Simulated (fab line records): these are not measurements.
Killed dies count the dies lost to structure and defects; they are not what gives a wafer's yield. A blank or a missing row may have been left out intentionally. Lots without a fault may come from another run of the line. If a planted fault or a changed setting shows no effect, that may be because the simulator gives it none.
Split-lot trial | flow n5 finfet | 7 lots, 36 wafers read, on a route of 1938 steps

== ABOUT THE SPLIT ==
At N5_BEOL_M1_ETCH_64 (etches SOC in N2/H2, target depth 75 nm, overetch 15 nm, time 112.5 s), the setting time s was moved away from the recipe's 112.5 s on 15 of the 36 wafers read, by -32.9% to +56.7%. All remaining wafers had this setting at the recipe value.

== FROM THE SPLIT TO THE READING: what the file shows between them, 10 steps ==
- N5_BEOL_M1_STRIP_65: strips in N2/H2
- N5_BEOL_M1_STRIP_75: strips in N2/H2
- N5_BEOL_M1_STRIP_66: strips in CF4
- N5_BEOL_M1_HM_OPEN_17: chemistry Cl2/BCl3, target TiN, target depth 20 nm, overetch 6 nm
- N5_BEOL_M1_STRIP_19: strips in O2
- N5_BEOL_M1_CD_MEAS_18: pitch 36 nm, target cd 18 nm
- N5_BEOL_M1_COAT_67: time 60 s, resist thk 60 nm
- N5_BEOL_M1_COAT_68: time 60 s, resist thk 12 nm
- N5_BEOL_M1_PRECLEAN_42: cleans in residue remover, time 60 s
- N5_BEOL_M1_SRD_43: time 30 s

== THE READING ==
cd nm, in nm, at N5_BEOL_M1_CD_MEAS_35 (target cd 18 nm, target cd y 21 nm). On this fab line, fault-free wafers typically give 18.0 nm with a standard deviation of 0.34 nm.

wafer  | tool, chamber at the split | time s as run, s | against the recipe | cd nm, nm | against lot-mates on the recipe
L074.2 | rie diel-05, 2             | 112.5            | recipe             | 17.8      | -
L074.3 | rie diel-05, 3             | 112.5            | recipe             | 18.2      | -
L074.5 | rie diel-05, 3             | 112.5            | recipe             | 17.7      | -
L076.1 | rie diel-01, 2             | 146.3            | +30.0%             | 19.2      | +1.1
L076.2 | rie diel-01, 1             | 146.3            | +30.0%             | 19.7      | +1.6
L076.3 | rie diel-01, 3,1           | 112.5            | recipe             | 18.0      | -
L076.4 | rie diel-01, 2             | 112.5            | recipe             | 18.0      | -
L076.5 | rie diel-01, 3,1           | 112.5            | recipe             | 18.4      | -
L076.6 | rie diel-01, 3             | 146.3            | +30.0%             | 18.8      | +0.7
L077.1 | rie diel-04, 3             | 112.5            | recipe             | 18.3      | -
L077.2 | rie diel-04, 0             | 86.08            | -23.5%             | 17.1      | -1.1
L077.3 | rie diel-04, 1             | 86.08            | -23.5%             | 17.9      | -0.3
L077.4 | rie diel-04, 0             | 86.08            | -23.5%             | 17.4      | -0.8
L077.5 | rie diel-04, 1             | 112.5            | recipe             | 18.3      | -
L077.6 | rie diel-04, 3             | 112.5            | recipe             | 18.0      | -
L078.1 | rie diel-01, 1             | 112.5            | recipe             | 17.8      | -
L078.4 | rie diel-01, 3             | 112.5            | recipe             | 17.2      | -
L078.5 | rie diel-01, 1             | 112.5            | recipe             | 18.2      | -
L081.1 | rie diel-01, 3             | 172.3            | +53.2%             | 19.2      | +1.2
L081.2 | rie diel-01, 2             | 172.3            | +53.2%             | 19.5      | +1.5
L081.3 | rie diel-01, 1             | 112.5            | recipe             | 18.6      | -
L081.4 | rie diel-01, 2             | 172.3            | +53.2%             | 19.4      | +1.4
L081.5 | rie diel-01, 1             | 112.5            | recipe             | 17.7      | -
L081.6 | rie diel-01, 3             | 112.5            | recipe             | 17.6      | -
L092.1 | rie diel-05, 2             | 112.5            | recipe             | 17.8      | -
L092.2 | rie diel-05, 3             | 75.53            | -32.9%             | 17.2      | -0.8
L092.3 | rie diel-05, 0             | 75.53            | -32.9%             | 17.2      | -0.8
L092.4 | rie diel-05, 1             | 75.53            | -32.9%             | 17.5      | -0.5
L092.5 | rie diel-05, 2             | 112.5            | recipe             | 18.2      | -
L092.6 | rie diel-05, 1             | 112.5            | recipe             | 18.1      | -
L095.1 | rie diel-05, 1             | 112.5            | recipe             | 18.5      | -
L095.2 | rie diel-05, 3             | 176.3            | +56.7%             | 19.7      | +1.1
L095.3 | rie diel-05, 0             | 176.3            | +56.7%             | 19.7      | +1.1
L095.4 | rie diel-05, 2             | 176.3            | +56.7%             | 20.0      | +1.4
L095.5 | rie diel-05, 3             | 112.5            | recipe             | 18.7      | -
L095.6 | rie diel-05, 2             | 112.5            | recipe             | 18.5      | -
When a row names more than one chamber, that row covers several wafers, and the file does not tell which wafer ran in which chamber.

THE FIT
A straight line over all 36 wafers: cd nm changes by +0.0277 nm for each +1% of time s; r = +0.90; the points scatter about the line by 0.35 nm.
The same after taking each lot's own level away (the mean of its wafers on the recipe; 36 wafers): +0.0254 nm for each +1%; r = +0.92; scatter 0.3 nm.
That fit puts the effect of the largest move of time s on the reading at 1.4 nm.
From 17.73 to 18.57 nm: that is the span of the lots' own levels, equal to 2.5 times the standard deviation above.
The two slopes agree, so the slope changes little with the lot-to-lot level.
Check: +1.5 nm against its lot-mates is what the line predicts for one of the wafers moved furthest among these (+56.7%) when that wafer is left out of the fit. It came out at +1.13 nm against them.

== OTHER SPLITS ON THESE WAFERS ==
Other splits were also applied to these wafers ahead of the reading. Each is held against what the fit with the lots' levels taken away leaves over:
other split on the same wafers                 | wafers away from the commonest value | r with cd nm (lot level and that fit taken away)
N5_PMOS_HMC_CHANNEL_EPI_HM_DEP_34 target thk a | 15                                   | -0.12
N5_FIN_CUT_CUT_ETCH_15 target depth a          | 15                                   | -0.14
N5_HKMG_FIN_CVD_62 time s                      | 13                                   | +0.03
N5_BEOL_M0_SAQP_PECVD_00 time s                | 13                                   | +0.01

== THE WHOLE CHAIN: every reading that the file lists as answering this split, in the file's order ==
step                  | what it does                                                          | reading                                                                          | change (the file's fit)                                                              | r (the file's)
N5_BEOL_M1_ETCH_64    | etches SOC in N2/H2, target depth 75 nm, overetch 15 nm, time 112.5 s | SiARC_of_BEOL_M1_COAT_62.thk nm (the simulator's own value, which no gauge read) | -0.0517 nm for each +1% of the setting                                               | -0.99
N5_BEOL_M1_ETCH_64    | etches SOC in N2/H2, target depth 75 nm, overetch 15 nm, time 112.5 s | BEOL_M1.cd offset nm (the simulator's own value, which no gauge read)            | +0.0212 nm for each +1% of the setting                                               | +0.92
N5_BEOL_M1_HM_OPEN_17 | chemistry Cl2/BCl3, target TiN, target depth 20 nm, overetch 6 nm     | etch.depth nm (the simulator's own value, which no gauge read)                   | not straight: 20.21 at the lowest setting, 19.96 at the recipe, 13.68 at the highest | not given
N5_BEOL_M1_CD_MEAS_18 | pitch 36 nm, target cd 18 nm                                          | cd nm                                                                            | +0.0233 nm for each +1% of the setting                                               | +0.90
N5_BEOL_M1_CD_MEAS_35 | target cd 18 nm, target cd y 21 nm                                    | cd nm                                                                            | +0.0256 nm for each +1% of the setting                                               | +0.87

== FILE'S OWN FIT ==
cd nm changes by +0.0256 nm for each +1% of time s, r = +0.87.
